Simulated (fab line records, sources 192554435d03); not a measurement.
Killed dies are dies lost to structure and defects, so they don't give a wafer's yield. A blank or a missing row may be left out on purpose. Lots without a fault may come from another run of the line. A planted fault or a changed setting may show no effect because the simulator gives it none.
Chamber matching | flow n5_finfet | N5_HKMG_FIN_ALD_75 on ald_hk-02: 4 sister chambers
The step deposits Al2O3, target thk 1 nm, co reactant pulse time 1 s. 4 wafers are shown with their chamber, then 7 later ones without.

WAFERS WITH THEIR CHAMBER
wafer  | chamber | heater_power_w (W)
L085.3 | 0       | 131
L085.4 | 2       | 126
L087.1 | 3       | 144
L087.4 | 1       | 127

WAFERS WITHOUT THEIR CHAMBER
wafer  | heater_power_w (W)
L087.5 | 130
L090.2 | 147
L090.4 | 130
L090.5 | 148
L093.1 | 131
L093.2 | 146
L093.6 | 130

WHICH CHAMBER EACH WENT THROUGH
wafer  | from the rows above          | in truth
L087.5 | can't be placed: 0 or 1 or 2 | 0
L090.2 | 3                            | 3
L090.4 | can't be placed: 0 or 1 or 2 | 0
L090.5 | 3                            | 3
L093.1 | can't be placed: 0 or 1      | 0
L093.2 | 3                            | 3
L093.6 | can't be placed: 0 or 1 or 2 | 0
Placed correctly: 3 of 7. Can't be placed from these rows: 4 (the true chamber is among the candidates in 4). Placed wrongly: 0.
How it was worked out, from the rows above alone: a wafer's distance from a chamber is the root of the sum, over the readings, of the square of ((its reading less the chamber's mean) divided by the reading's scatter). The wafer belongs to the nearest chamber; if the next one is less than 2 further off, it can't be placed. A chamber's mean is the mean of its shown wafers. The scatter: with one shown wafer a chamber, the root of the mean of the squares of how far each hidden wafer lies from its nearest shown one.
